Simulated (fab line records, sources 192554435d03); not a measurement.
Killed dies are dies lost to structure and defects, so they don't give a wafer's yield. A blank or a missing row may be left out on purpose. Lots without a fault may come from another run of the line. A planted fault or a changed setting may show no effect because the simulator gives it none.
Chamber matching | flow n5_finfet | N5_BEOL_M8_CURE_75 on uv_cure-02: 3 sister chambers
The step cures SiCOH lowk, time 120 s. 6 wafers are shown with their chamber, then 8 later ones without.

WAFERS WITH THEIR CHAMBER
wafer  | chamber | lamp_power_pct (%) | wafer_temp_C_max
L075.4 | 0       | 52.38              | 372.3
L075.5 | 0       | 52.27              | 371.8
L080.6 | 1       | 52.16              | 372.5
L088.3 | 2       | 52.42              | 372.7
L088.4 | 2       | 52.24              | 372.3
L090.2 | 1       | 52.26              | 371.0

WAFERS WITHOUT THEIR CHAMBER
wafer  | lamp_power_pct (%) | wafer_temp_C_max
L090.5 | 52.18              | 371.5
L090.6 | 52.29              | 371.3
L093.3 | 52.34              | 372.7
L093.4 | 52.33              | 371.6
L093.6 | 52.31              | 371.4
L096.2 | 52.43              | 371.1
L096.4 | 52.27              | 371.5
L096.5 | 52.27              | 371.2

WHICH CHAMBER EACH WENT THROUGH
wafer  | from the rows above          | in truth
L090.5 | can't be placed: 1 or 0 or 2 | 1
L090.6 | can't be placed: 1 or 0 or 2 | 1
L093.3 | can't be placed: 2 or 0 or 1 | 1
L093.4 | can't be placed: 0 or 1 or 2 | 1
L093.6 | can't be placed: 0 or 1 or 2 | 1
L096.2 | can't be placed: 0 or 2 or 1 | 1
L096.4 | can't be placed: 1 or 0 or 2 | 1
L096.5 | can't be placed: 1 or 0 or 2 | 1
Placed correctly: 0 of 8. Can't be placed from these rows: 8 (the true chamber is among the candidates in 8). Placed wrongly: 0.
How it was worked out, from the rows above alone: a wafer's distance from a chamber is the root of the sum, over the readings, of the square of ((its reading less the chamber's mean) divided by the reading's scatter). The wafer belongs to the nearest chamber; if the next one is less than 2 further off, it can't be placed. A chamber's mean is the mean of its shown wafers. The scatter: the root of (the sum of the squares of (reading less its chamber's mean) over the shown wafers, divided by (wafers less chambers)).
